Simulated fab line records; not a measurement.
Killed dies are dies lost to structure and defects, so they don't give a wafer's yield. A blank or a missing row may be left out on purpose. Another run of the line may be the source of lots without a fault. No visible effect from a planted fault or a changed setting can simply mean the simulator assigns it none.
fab line records	flow n5-finfet
record: lots: 12	wafers: 32	last-day: 17
route steps=1938 shown BEOL_M2@913 BEOL_M4@1111 PASSIVATION@1936
lots untouched by any fault: they come from a run of this same line in which no faults occurred
start-h: hours from the record's opening day to when the first of the lot's shown wafers began	wait-h: hours from the lot's prior step to this one	" the same as in the row above	L1.1+2: several wafers, shown together as one row	- no value, or no start was given	* or withheld: withheld	< > ~ a bound
route shown NAME@n: NAME is a module with steps in the file, n the number in the route of the first one	usual: the fault-free wafers' mean and standard deviation	same: alike in all rows	chamber/n: place in a boat	sites: each site's reading	_std_site: the values' standard deviation	_edge_site: outer sites' mean less inner sites'	radius-mm: for every site, how far away it sits from the centre of the wafer	mask NAME#n: copy n	behind: the most recent tool/chamber to have shaped the wafer	hold: the reason the lot was held/the length of the hold in hours/how it ended	device: whichever transistor did not switch (one of n, p or np)	end of line: the same wafers' tests at the end of the route	a step given without rows: its recipe and nothing more	killed: dies lost to structure and defects at the first sort, not the wafer's yield	map: a wafer's dies, x killed, . not, _ none there
set.NAME: setting as actually run; set.NAME@STEP: the setting as run at that earlier step	model.NAME: the simulator's own value behind a step, which no gauge read
the route's steps for a sample of lots (tables are steps, rows are wafers)
services: from which hour (start-h, from the record's first day; less than 0 if before it) a tool's chamber was out of use, for how many hours, and why
== steps ==
step: N5_BEOL_M2_ANNEAL_89
recipe: temp-c: 400	time-s: 240	ambient: vacuum
usual: heater-power-w: 810/81
same: time-s: 240
lot.wafer	tool	chamber	start-h	wait-h	heater-power-w
L493.3	pvd-sputter-01	-	143.29	0.0	756
L493.4	"	-	"	"	815
L493.6	"	-	"	"	867
L494.3	pvd-sputter-02	-	155.74	0.0	839
L494.5	"	-	"	"	805
L495.1	pvd-sputter-02	-	160.62	0.0	851
L495.4	"	-	"	"	675
L495.5	"	-	"	"	702
L496.1	pvd-sputter-01	-	165.21	0.0	876
L496.3	"	-	"	"	742
L496.5	"	-	"	"	824
L499.1	pvd-sputter-02	-	184.49	0.0	841
L499.3	"	-	"	"	836
L499.6	"	-	"	"	685
L505.2	pvd-sputter-03	-	228.82	0.0	826
L505.3	"	-	"	"	935
L506.3	pvd-sputter-02	-	233.16	0.0	823
L506.4	"	-	"	"	684
L507.2	pvd-sputter-03	-	237.75	0.0	782
L507.3	"	-	"	"	699
L510.1	pvd-sputter-03	-	251.73	0.0	723
L510.2	"	-	"	"	927
L510.5	"	-	"	"	796
L511.3	pvd-sputter-03	-	263.01	0.0	791
L511.4	"	-	"	"	665
L511.6	"	-	"	"	947
L512.3	pvd-sputter-02	-	277.55	0.0	822
L512.4	"	-	"	"	868
L512.5	"	-	"	"	842
L515.1	pvd-sputter-01	-	289.04	0.0	853
L515.3	"	-	"	"	808
L515.6	"	-	"	"	922
step: N5_BEOL_M2_ANNEAL_95
recipe: temp-c: 400	time-s: 240	ambient: vacuum
usual: heater-power-w: 811/80
same: time-s: 240
lot.wafer	tool	chamber	start-h	wait-h	heater-power-w
L493.3	pvd-sputter-01	-	143.95	0.0	759
L493.4	"	-	"	"	825
L493.6	"	-	"	"	848
L494.3	pvd-sputter-02	-	156.40	0.0	843
L494.5	"	-	"	"	821
L495.1	pvd-sputter-02	-	161.28	0.0	840
L495.4	"	-	"	"	683
L495.5	"	-	"	"	657
L496.1	pvd-sputter-01	-	165.95	0.0	880
L496.3	"	-	"	"	746
L496.5	"	-	"	"	805
L499.1	pvd-sputter-02	-	185.15	0.0	802
L499.3	"	-	"	"	845
L499.6	"	-	"	"	706
L505.2	pvd-sputter-03	-	229.48	0.0	795
L505.3	"	-	"	"	923
L506.3	pvd-sputter-02	-	233.82	0.0	817
L506.4	"	-	"	"	706
L507.2	pvd-sputter-03	-	238.41	0.0	785
L507.3	"	-	"	"	697
L510.1	pvd-sputter-03	-	252.39	0.0	719
L510.2	"	-	"	"	959
L510.5	"	-	"	"	823
L511.3	pvd-sputter-03	-	263.67	0.0	801
L511.4	"	-	"	"	702
L511.6	"	-	"	"	924
L512.3	pvd-sputter-02	-	278.21	0.0	820
L512.4	"	-	"	"	866
L512.5	"	-	"	"	853
L515.1	pvd-sputter-01	-	289.70	0.0	888
L515.3	"	-	"	"	820
L515.6	"	-	"	"	916
step: N5_BEOL_M2_CMP_52
recipe: stop-on: SiOC	t-overpolish-s: 6.8	down-force-psi: 1	platen-rpm: 50	clearing-platen-down-force-psi: 1.5	clearing-platen-rpm: 50	post-cmp-clean: cu-alkaline	target-thk-nm: 40	clearing-platen-pad-velocity-m-s: 0.99484	pad-velocity-m-s: 0.99484
usual: barrier-field-endpoint-s: 24.8/0.74	motor-current-A: 5.9/0.58	overpolish-run-s: 6.800/0.0084	pad-life-wafers: 1374/540	time-to-endpoint-s: 62/4
lot.wafer	tool	chamber	start-h	wait-h	barrier-field-endpoint-s	motor-current-A	overpolish-run-s	pad-life-wafers	time-to-endpoint-s
L493.4	cmp-02	2	144.58	0.1	24.7	6.5	6.793	1458	62
L493.3	"	1	"	"	24.2	6.2	6.803	1461	57
L493.6	"	3	"	"	24.9	5.6	6.805	-	62
L494.3	cmp-01	2	157.11	0.2	22.9	5.4	6.806	320	55
L494.5	"	1	"	"	24.6	5.0	6.789	-	64
L495.4	cmp-02	0	162.23	0.2	26.0	5.3	6.793	1573	64
L495.1	"	1	"	"	24.9	6.3	6.797	1574	60
L495.5	"	3	"	"	25.4	5.6	6.798	-	59
L496.1	cmp-01	2	166.67	0.3	24.4	5.0	6.798	403	60
L496.3	"	3	"	"	24.6	6.3	6.796	404	62
L496.5	"	1	"	"	25.9	5.5	6.795	-	67
L499.3	cmp-02	3	185.86	0.2	23.7	5.9	6.796	1790	56
L499.1	"	0	"	"	25.2	5.3	6.793	1791	62
L499.6	"	1	"	"	24.4	6.8	6.809	-	58
L505.2	cmp-01	0	230.11	0.2	13.2	6.0	6.788	930	33
L505.3	"	3	"	"	25.1	6.1	6.784	933	63
L506.4	cmp-01	1	234.45	0.1	13.4	5.3	6.801	966	36
L506.3	"	3	"	"	24.3	6.1	6.807	968	64
L507.2	cmp-01	2	239.08	0.2	12.8	5.6	6.805	1015	28
L507.3	"	0	"	"	24.5	5.6	6.807	1017	60
L510.2	cmp-04	3	253.02	0.2	24.9	5.7	6.792	1938	68
L510.1	"	0	"	"	25.0	5.6	6.791	1939	64
L510.5	"	0	"	"	25.0	5.7	6.808	-	62
L511.4	cmp-04	2	264.31	0.1	26.1	6.8	6.811	2010	69
L511.3	"	3	"	"	24.9	5.6	6.801	2011	67
L511.6	"	2	"	"	25.9	6.4	6.807	-	69
L512.4	cmp-04	2	278.94	0.1	24.6	6.4	6.800	2100	62
L512.3	"	3	"	"	24.7	5.4	6.799	2101	65
L512.5	"	3	"	"	25.0	5.6	6.795	-	63
L515.3	cmp-02	1	290.37	0.2	24.1	6.6	6.794	469	59
L515.1	"	3	"	"	23.7	5.3	6.798	471	57
L515.6	"	0	"	"	24.9	5.3	6.804	-	64
step: N5_BEOL_M4_RC_MEAS_101
usual: DIBL_N: 37.5/2.5	DIBL_P: 38/3.1	IOFF_N: 0.19/0.059	IOFF_P: 0.24/0.061	ION_N: 679/16	ION_P: 465/9.8	SS_N: 72.0/0.8	SS_P: 73.7/0.86	VT_N: 248/4.5	VT_P: -249/3.5
lot.wafer	tool	chamber	start-h	wait-h	DIBL_N[mV/V]	DIBL_P[mV/V]	IOFF_N[nA/um]	IOFF_P[nA/um]	ION_N[uA/um]	ION_P[uA/um]	SS_N[mV/dec]	SS_P[mV/dec]	VT_N[mV]	VT_P[mV]
L493.3	prober-02	0	170.07	0.3	37.3	38	0.18	0.23	677	459	72.0	73.5	250	-250
L493.4	"	0	"	"	37.3	40	0.19	0.27	675	465	72.5	74.2	248	-248
L493.6	"	0	"	"	37.4	38	0.18	0.22	676	460	72.6	73.8	255	-252
L494.3	prober-02	0	179.86	0.3	37.4	40	0.18	0.24	675	466	71.5	73.8	248	-248
L494.5	"	0	"	"	35.7	38	0.14	0.19	666	463	71.5	73.9	254	-252
L495.1	prober-01	0	188.43	0.0	35.7	36	0.15	0.19	673	458	71.9	72.4	253	-250
L495.4	"	0	"	"	33.3	34	0.11	0.17	651	455	70.6	71.8	255	-253
L495.5	"	0	"	"	37.1	38	0.18	0.24	669	461	71.6	73.8	248	-249
L496.1	prober-02	0	188.58	0.0	37.5	38	0.19	0.24	679	463	71.3	73.4	249	-248
L496.3	"	0	"	"	41.0	43	0.31	0.37	711	480	72.8	75.0	238	-242
L496.5	"	0	"	"	37.7	38	0.18	0.25	683	469	72.1	73.4	248	-247
L499.1	prober-02	0	221.67	0.0	35.9	37	0.16	0.20	667	459	72.3	73.8	251	-252
L499.3	"	0	"	"	37.2	37	0.19	0.20	680	461	72.0	73.0	249	-251
L499.6	"	0	"	"	33.6	34	0.11	0.17	659	451	70.9	73.0	255	-254
L505.2	prober-02	0	257.19	0.2	36.4	34	0.16	0.23	689	470	72.0	72.9	249	-248
L505.3	"	0	"	"	43.9	45	0.41	0.56	724	496	73.8	75.5	236	-235
L507.2	prober-01	0	258.22	0.2	39.9	42	0.28	0.31	702	470	72.3	74.8	242	-245
L507.3	"	0	"	"	39.4	43	0.25	0.32	690	468	71.7	75.0	246	-244
L506.3	prober-02	0	259.21	0.3	35.8	36	0.13	0.21	659	465	71.9	73.3	256	-249
L506.4	"	0	"	"	36.5	37	0.14	0.21	658	455	71.5	73.3	252	-250
L510.1	prober-02	0	284.19	0.0	34.5	35	0.14	0.21	668	462	70.9	73.5	249	-249
L510.2	"	0	"	"	36.0	35	0.14	0.20	668	459	71.2	73.8	251	-250
L510.5	"	0	"	"	39.9	40	0.24	0.28	696	475	71.8	74.1	244	-246
L511.3	prober-02	0	288.15	0.3	37.6	37	0.19	0.24	683	463	72.1	73.9	249	-249
L511.4	"	0	"	"	35.7	34	0.16	0.21	667	462	71.5	73.3	249	-250
L511.6	"	0	"	"	37.4	36	0.20	0.24	685	466	72.0	73.8	244	-250
L512.3	prober-02	0	310.66	0.3	40.5	38	0.23	0.26	684	465	72.7	73.8	246	-249
L512.4	"	0	"	"	38.6	36	0.17	0.22	662	460	73.0	73.4	250	-249
L512.5	"	0	"	"	39.9	38	0.21	0.25	687	466	71.8	74.0	250	-248
L515.1	prober-02	0	317.13	0.0	36.5	37	0.18	0.22	681	462	72.6	73.0	250	-249
L515.3	"	0	"	"	36.5	39	0.19	0.27	690	476	72.7	74.0	247	-247
L515.6	"	0	"	"	36.0	37	0.15	0.20	677	461	72.3	73.7	253	-253
step: N5_PASSIVATION_PROBE_49
usual: defect-limited-yield: 91.0/1.4	killed_at_M0_to_M3: 35/10	killed_at_M4_up: 14/5.5	killed-at-contacts: 13/5.6	killed-at-front-end: 41/11	killed-at-other: 4/3.4	killed-dies: 106/16	killed-on-rim: 13/4	killed-open: 68/12	killed-short: 35/7.3	sort_bin_4_leakage: 0.3/2.1	sort_bin_5_function: 5.3/0.89	sort_bin_6_memory: 3.4/0.67	sort-n-pass: 1070/28	sort-yield-pct: 90.7/2.4
same: gross-dies: 1180	killed-at-back-side: 0	sort_bin_8_speed[%]: 0
lot.wafer	tool	chamber	start-h	wait-h	defect-limited-yield[%]	killed_at_M0_to_M3	killed_at_M4_up	killed-at-contacts	killed-at-front-end	killed-at-other	killed-dies	killed-on-rim	killed-open	killed-short	sort_bin_4_leakage[%]	sort_bin_5_function[%]	sort_bin_6_memory[%]	sort-n-pass	sort-yield-pct[%]
L493.3	prober-01	-	278.83	0.1	90.7	38	11	11	38	12	110	8	71	34	0	5.3	3.3	1070	90.7
L493.4	prober-01	-	278.88	0.2	92.5	26	15	12	35	1	89	8	65	22	0	4.7	2.5	1091	92.5
L493.6	prober-01	-	278.98	0.3	90.3	48	19	5	39	3	114	14	70	31	0	5.3	3.3	1066	90.3
L495.1	prober-01	-	301.42	0.0	90.1	53	15	3	41	5	117	17	73	39	0	6.1	3.5	1063	90.1
L495.4	prober-01	-	301.57	0.2	89.5	38	9	11	64	2	124	12	81	41	0	6.3	3.8	1056	89.5
L495.5	prober-01	-	301.62	0.2	91.5	44	6	16	34	0	100	12	70	25	0	5.4	2.6	1080	91.5
L494.3	prober-01	-	303.50	0.1	90.0	39	10	25	42	2	118	12	82	35	0	6.3	3.4	1062	90.0
L494.5	prober-01	-	303.60	0.2	88.9	31	15	12	67	6	131	19	91	40	0	6.7	4.1	1049	88.9
L496.1	prober-02	-	304.63	0.0	91.4	34	18	24	25	1	102	17	65	34	0	5.2	3.3	1078	91.4
L496.3	prober-02	-	304.73	0.1	91.0	38	11	14	35	8	106	14	68	37	0.3	5.0	3.4	1071	90.8
L496.5	prober-02	-	304.83	0.2	90.8	40	16	9	43	0	108	19	78	28	0	6.2	3.0	1072	90.8
L499.1	prober-01	-	319.95	0.0	91.9	54	6	5	24	6	95	18	57	29	0	4.7	2.9	1085	91.9
L499.3	prober-01	-	320.05	0.1	90.6	52	12	14	22	11	111	17	77	31	0	4.4	4.7	1069	90.6
L499.6	prober-01	-	320.20	0.3	90.4	40	21	12	28	12	113	12	72	34	0	6.1	3.1	1067	90.4
L506.3	prober-01	-	373.44	0.1	88.2	52	10	8	67	2	139	21	101	37	0	6.4	5.1	1041	88.2
L506.4	prober-01	-	373.49	0.2	91.7	30	8	11	45	4	98	11	61	37	0	4.7	3.1	1082	91.7
L507.2	prober-01	-	374.55	0.1	90.3	44	18	17	32	3	114	18	74	34	0.1	6.4	3.0	1065	90.3
L507.3	prober-01	-	374.60	0.1	92.4	27	11	16	36	0	90	17	60	29	0	4.4	2.9	1090	92.4
L505.2	prober-02	-	379.43	0.1	90.8	31	12	14	51	1	109	19	60	44	0	5.9	2.6	1071	90.8
L505.3	prober-02	-	379.48	0.1	91.4	29	14	14	44	1	102	18	58	41	23.2	4.7	3.6	804	68.1
L510.1	prober-01	-	398.03	0.0	90.8	22	13	6	60	7	108	17	54	52	0	5.8	2.8	1072	90.8
L510.2	prober-01	-	398.08	0.1	91.8	28	18	8	39	4	97	11	65	32	0	4.7	3.1	1083	91.8
L510.5	prober-01	-	398.23	0.2	92.2	24	9	9	44	6	92	13	52	35	0	4.3	3.0	1088	92.2
L511.3	prober-02	-	403.12	0.1	89.8	43	13	7	50	7	120	16	83	35	0	6.4	3.2	1060	89.8
L511.4	prober-02	-	403.17	0.2	90.7	42	10	9	44	5	110	14	67	42	0	5.3	3.7	1070	90.7
L511.6	prober-02	-	403.27	0.3	91.8	27	9	13	44	4	97	12	59	36	0	5.8	1.9	1083	91.8
L512.3	prober-02	-	411.54	0.1	90.4	27	7	14	63	2	113	16	63	40	0	5.3	3.3	1067	90.4
L512.4	prober-02	-	411.59	0.2	91.4	35	13	21	32	1	102	8	61	40	0	4.7	3.5	1078	91.4
L512.5	prober-02	-	411.64	0.2	89.4	38	20	22	39	6	125	18	80	43	0	6.0	4.0	1055	89.4
L515.1	prober-02	-	419.53	0.0	92.7	28	13	13	31	1	86	8	54	30	0	4.1	3.1	1094	92.7
L515.3	prober-02	-	419.63	0.1	90.0	32	16	28	37	5	118	12	73	42	0	5.8	3.7	1062	90.0
L515.6	prober-02	-	419.78	0.3	91.9	28	21	8	34	4	95	11	67	27	0	4.7	2.9	1085	91.9
killed by level:class
L493.3 BEOL_M2:geometric-particle:open=15 MOL_CONTACT_COAG:geometric-particle:open=10 FIN_SAQP:geometric-particle:open=9 BEOL_M3:geometric-particle:open=9 FIN_SAQP:geometric-particle:short=7 MIM_TOP_ETCH:geometric-particle:short=7 GATE_CUT:geometric-particle:short=5 STI_FIN_REVEAL:geometric-particle:open=4
L493.4 MOL_CONTACT_COAG:geometric-particle:open=11 BEOL_M2:geometric-particle:open=9 DUMMY_GATE:geometric-particle:open=6 GATE_CUT:geometric-particle:open=6 GATE_CUT:geometric-particle:short=6 FIN_SAQP:geometric-particle:short=5 STI_FIN_REVEAL:geometric-particle:open=4 BEOL_M0_SAQP:geometric-particle:open=4
L493.6 BEOL_M2:geometric-particle:open=12 BEOL_M1:geometric-particle:open=9 HKMG_FIN:area-etch=8 FIN_SAQP:geometric-particle:short=7 GATE_CUT:geometric-particle:open=7 BEOL_M3:geometric-particle:open=7 BEOL_M5:geometric-particle:open=7 FIN_SAQP:geometric-particle:open=6
L495.1 STI_FIN_REVEAL:geometric-particle:open=13 BEOL_M0_SAQP:geometric-particle:open=11 BEOL_M1:geometric-particle:open=11 DUMMY_GATE:geometric-particle:short=8 BEOL_M0_SAQP:geometric-particle:short=8 BEOL_M1:geometric-particle:short=6 BEOL_M4:geometric-particle:open=5 DUMMY_GATE:geometric-particle:open=5
L495.4 DUMMY_GATE:geometric-particle:open=15 STI_FIN_REVEAL:geometric-particle:open=13 MOL_CONTACT_COAG:geometric-particle:open=9 BEOL_M0_SAQP:geometric-particle:short=9 BEOL_M0_SAQP:geometric-particle:open=8 BEOL_M2:geometric-particle:open=7 FIN_SAQP:geometric-particle:short=6 GATE_CUT:geometric-particle:open=5
L495.5 MOL_CONTACT_COAG:geometric-particle:open=12 BEOL_M1:geometric-particle:open=10 BEOL_M0_SAQP:geometric-particle:open=10 BEOL_M3:geometric-particle:open=8 STI_FIN_REVEAL:geometric-particle:open=7 FIN_SAQP:geometric-particle:short=6 BEOL_M0_SAQP:geometric-particle:short=6 BEOL_M2:geometric-particle:open=5
L494.3 MOL_CONTACT_COAG:geometric-particle:open=19 BEOL_M2:geometric-particle:open=12 STI_FIN_REVEAL:geometric-particle:open=11 BEOL_M3:geometric-particle:open=8 BEOL_M2:geometric-particle:short=7 FIN_SAQP:geometric-particle:short=6 MOL_CONTACT_COAG:geometric-particle:short=6 FIN_SAQP:geometric-particle:open=5
L494.5 STI_FIN_REVEAL:geometric-particle:open=25 FIN_SAQP:geometric-particle:short=10 BEOL_M2:geometric-particle:open=8 BEOL_M5:geometric-particle:open=8 FIN_SAQP:geometric-particle:open=7 DUMMY_GATE:geometric-particle:open=7 MOL_CONTACT_COAG:geometric-particle:open=7 BEOL_M0_SAQP:geometric-particle:open=7
L496.1 MOL_CONTACT_COAG:geometric-particle:open=19 BEOL_M0_SAQP:geometric-particle:open=7 BEOL_M0_SAQP:geometric-particle:short=7 STI_FIN_REVEAL:geometric-particle:open=6 BEOL_M2:geometric-particle:open=6 BEOL_M4:geometric-particle:open=6 FIN_SAQP:geometric-particle:short=5 FIN_SAQP:geometric-particle:open=4
L496.3 MOL_CONTACT_COAG:geometric-particle:open=11 BEOL_M2:geometric-particle:open=11 FIN_SAQP:geometric-particle:short=9 BEOL_M0_SAQP:geometric-particle:open=8 STI_FIN_REVEAL:geometric-particle:open=7 BEOL_M1:geometric-particle:open=7 BEOL_M2:geometric-particle:short=6 GATE_CUT:geometric-particle:short=5
L496.5 BEOL_M1:geometric-particle:open=14 BEOL_M4:geometric-particle:open=10 MOL_CONTACT_COAG:geometric-particle:open=8 STARTING-WAFER:geometric-particle:open=8 BEOL_M2:geometric-particle:open=8 FIN_SAQP:geometric-particle:open=7 FIN_SAQP:geometric-particle:short=6 STI_FIN_REVEAL:geometric-particle:open=6
L499.1 BEOL_M0_SAQP:geometric-particle:short=13 BEOL_M3:geometric-particle:open=8 DUMMY_GATE:geometric-particle:open=7 BEOL_M0_SAQP:geometric-particle:open=7 BEOL_M1:geometric-particle:open=6 BEOL_M2:geometric-particle:open=5 BEOL_M2:area-expose=4 FIN_SAQP:geometric-particle:open=3
L499.3 BEOL_M0_SAQP:geometric-particle:open=15 MOL_CONTACT_COAG:geometric-particle:open=13 BEOL_M0_SAQP:geometric-particle:short=11 BEOL_M2:geometric-particle:open=10 BEOL_M3:geometric-particle:open=7 DUMMY_GATE:geometric-particle:open=5 PAD_METAL:geometric-particle:open=5 STARTING-WAFER:geometric-particle:short=5
L499.6 MOL_CONTACT_COAG:geometric-particle:open=9 BEOL_M2:geometric-particle:open=9 BEOL_M0_SAQP:geometric-particle:open=8 STI_FIN_REVEAL:geometric-particle:open=7 BEOL_M1:geometric-particle:open=7 BEOL_M0_SAQP:geometric-particle:short=6 BEOL_M4:geometric-particle:open=5 PASS1_CAP:geometric-particle:open=4
L506.3 STI_FIN_REVEAL:geometric-particle:open=23 BEOL_M0_SAQP:geometric-particle:open=13 BEOL_M1:geometric-particle:open=11 BEOL_M2:geometric-particle:open=10 FIN_SAQP:geometric-particle:open=9 MOL_CONTACT_COAG:geometric-particle:open=8 ILD0:geometric-particle:open=7 BEOL_M0_SAQP:geometric-particle:short=7
L506.4 FIN_SAQP:geometric-particle:open=11 MOL_CONTACT_COAG:geometric-particle:open=9 STI_FIN_REVEAL:geometric-particle:open=7 BEOL_M4:geometric-particle:open=7 BEOL_M0_SAQP:geometric-particle:short=6 FIN_SAQP:geometric-particle:short=5 BEOL_M2:geometric-particle:open=5 BEOL_M3:geometric-particle:open=5
L507.2 BEOL_M0_SAQP:geometric-particle:open=14 MOL_CONTACT_COAG:geometric-particle:open=13 BEOL_M0_SAQP:geometric-particle:short=11 STI_FIN_REVEAL:geometric-particle:open=10 BEOL_M2:geometric-particle:open=6 BEOL_M3:geometric-particle:open=6 BEOL_M4:geometric-particle:open=6 STI_FIN_REVEAL:geometric-particle:short=4
L507.3 MOL_CONTACT_COAG:geometric-particle:open=12 STI_FIN_REVEAL:geometric-particle:open=10 BEOL_M0_SAQP:geometric-particle:open=9 FIN_SAQP:geometric-particle:open=7 BEOL_M4:geometric-particle:open=6 BEOL_M0_SAQP:geometric-particle:short=5 FIN_SAQP:geometric-particle:short=4 MOL_CONTACT_COAG:geometric-particle:short=4
L505.2 GATE_CUT:geometric-particle:short=15 MOL_CONTACT_COAG:geometric-particle:open=11 STI_FIN_REVEAL:geometric-particle:open=9 BEOL_M0_SAQP:geometric-particle:open=7 FIN_SAQP:geometric-particle:short=6 FIN_SAQP:geometric-particle:open=5 BEOL_M0_SAQP:geometric-particle:short=5 BEOL_M2:geometric-particle:open=5
L505.3 FIN_SAQP:geometric-particle:short=17 MOL_CONTACT_COAG:geometric-particle:open=10 BEOL_M1:geometric-particle:open=9 BEOL_M2:geometric-particle:open=8 BEOL_M4:geometric-particle:open=7 GATE_CUT:geometric-particle:short=6 STI_FIN_REVEAL:geometric-particle:short=5 STI_FIN_REVEAL:geometric-particle:open=5
L510.1 FIN_SAQP:geometric-particle:short=26 FIN_SAQP:geometric-particle:open=13 BEOL_M0_SAQP:geometric-particle:short=6 MOL_CONTACT_COAG:geometric-particle:open=5 BEOL_M3:geometric-particle:open=4 DUMMY_GATE:geometric-particle:open=4 BEOL_M4:geometric-particle:short=4 BEOL_M0_SAQP:geometric-particle:open=4
L510.2 BEOL_M0_SAQP:geometric-particle:open=11 FIN_SAQP:geometric-particle:open=9 BEOL_M4:geometric-particle:short=9 STI_FIN_REVEAL:geometric-particle:open=8 GATE_CUT:geometric-particle:open=8 MOL_CONTACT_COAG:geometric-particle:open=7 BEOL_M0_SAQP:geometric-particle:short=7 BEOL_M3:geometric-particle:open=5
L510.5 GATE_CUT:geometric-particle:short=12 MOL_CONTACT_COAG:geometric-particle:open=9 BEOL_M0_SAQP:geometric-particle:open=7 DUMMY_GATE:geometric-particle:open=7 FIN_SAQP:geometric-particle:open=5 FIN_SAQP:geometric-particle:short=5 BEOL_M0_SAQP:geometric-particle:short=5 BEOL_M2:geometric-particle:open=5
L511.3 FIN_SAQP:geometric-particle:open=18 BEOL_M0_SAQP:geometric-particle:open=12 FIN_SAQP:geometric-particle:short=10 BEOL_M0:geometric-particle:open=8 BEOL_M0_SAQP:geometric-particle:short=7 BEOL_M2:geometric-particle:open=7 STI_FIN_REVEAL:geometric-particle:open=6 MOL_CONTACT_COAG:geometric-particle:open=6
L511.4 FIN_SAQP:geometric-particle:short=14 BEOL_M0_SAQP:geometric-particle:open=11 BEOL_M2:geometric-particle:open=11 STI_FIN_REVEAL:geometric-particle:open=10 BEOL_M0_SAQP:geometric-particle:short=10 MOL_CONTACT_COAG:geometric-particle:open=8 BEOL_M4:geometric-particle:open=5 STARTING-WAFER:geometric-particle:open=4
L511.6 FIN_SAQP:geometric-particle:open=11 BEOL_M0_SAQP:geometric-particle:short=10 MOL_CONTACT_COAG:geometric-particle:open=8 STARTING-WAFER:geometric-particle:short=6 FIN_SAQP:geometric-particle:short=5 MOL_CONTACT_COAG:geometric-particle:short=5 BEOL_M0_SAQP:geometric-particle:open=5 BEOL_M2:geometric-particle:open=5
L512.3 FIN_SAQP:geometric-particle:short=18 MOL_CONTACT_COAG:geometric-particle:open=12 BEOL_M3:geometric-particle:open=8 FIN_SAQP:geometric-particle:open=7 STI_FIN_REVEAL:geometric-particle:open=7 HKMG_FIN:area-etch=7 DUMMY_GATE:geometric-particle:open=6 BEOL_M0_SAQP:geometric-particle:open=6
L512.4 MOL_CONTACT_COAG:geometric-particle:open=17 FIN_SAQP:geometric-particle:short=14 BEOL_M1:geometric-particle:open=9 BEOL_M3:geometric-particle:open=9 FIN_SAQP:geometric-particle:open=7 BEOL_M0_SAQP:geometric-particle:short=6 BEOL_M4:geometric-particle:short=5 BEOL_M4:geometric-particle:open=5
L512.5 MOL_CONTACT_COAG:geometric-particle:open=15 BEOL_M4:geometric-particle:open=14 FIN_SAQP:geometric-particle:short=12 BEOL_M1:geometric-particle:open=10 BEOL_M3:geometric-particle:open=8 STI_FIN_REVEAL:geometric-particle:open=7 MOL_CONTACT_COAG:geometric-particle:short=7 BEOL_M2:geometric-particle:open=5
L515.1 BEOL_M1:geometric-particle:open=11 DUMMY_GATE:geometric-particle:open=8 FIN_SAQP:geometric-particle:short=7 MOL_CONTACT_COAG:geometric-particle:open=7 STI_FIN_REVEAL:geometric-particle:open=5 MOL_CONTACT_COAG:geometric-particle:short=5 BEOL_M0_SAQP:geometric-particle:open=5 BEOL_M1:geometric-particle:short=4
L515.3 MOL_CONTACT_COAG:geometric-particle:open=22 BEOL_M0_SAQP:geometric-particle:short=11 FIN_SAQP:geometric-particle:short=9 BEOL_M4:geometric-particle:open=8 DUMMY_GATE:geometric-particle:open=7 BEOL_M0_SAQP:geometric-particle:open=7 FIN_SAQP:geometric-particle:open=6 MOL_CONTACT_COAG:geometric-particle:short=5
L515.6 BEOL_M4:geometric-particle:open=9 DUMMY_GATE:geometric-particle:open=8 STI_FIN_REVEAL:geometric-particle:open=7 MOL_CONTACT_COAG:geometric-particle:open=6 BEOL_M0_SAQP:geometric-particle:short=5 BEOL_M1:geometric-particle:open=5 BEOL_M2:geometric-particle:open=5 BEOL_M3:geometric-particle:open=5
== services ==
tool	chamber	start-h	hours	kind
cmp-01	-	119.88	1.6	repair
cmp-02	-	120.40	0.7	repair
pvd-sputter-01	-	133.40	2.5	repair
cmp-02	-	133.65	3.4	pm
cmp-02	-	154.38	4.4	repair
cmp-01	-	200.65	0.3	repair
cmp-01	-	203.69	1.4	repair
cmp-04	-	214.51	0.7	repair
cmp-02	-	225.93	1.8	repair
cmp-02	-	229.14	4.0	pm
cmp-02	-	233.14	-	consumable-replace:conditioner
cmp-02	-	233.14	-	consumable-replace:pad
cmp-02	-	275.01	1.8	repair
cmp-04	-	280.88	4.0	pm
cmp-04	-	284.88	-	consumable-replace:conditioner
cmp-04	-	284.88	-	consumable-replace:pad
== key ==
first-sign: step: N5_BEOL_M2_CMP_52	reading: barrier-field-endpoint-s	direction: down	sigmas: 16	usual: 24.8	struck: 13.2
effect: step: N5_BEOL_M2_CMP_52	reading: time-to-endpoint-s	direction: down	sigmas: 7.6	usual: *	struck: *
met-at N5_BEOL_M2_CMP_52
struck-lots L505,L506,L507
struck-wafers L505.2,L506.4,L507.2
not-acting-at N5_BEOL_M2_ANNEAL_89,N5_BEOL_M2_ANNEAL_95
onset-between 166.67 230.11
fault: kind: process-parameter-drift	tool: cmp-01	chamber: -	onset-h: 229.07	steps: N5_BEOL_M2_CMP_52	channel: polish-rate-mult	offset: 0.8	shape: step	end-h: 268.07	scope: struck-wafers-only
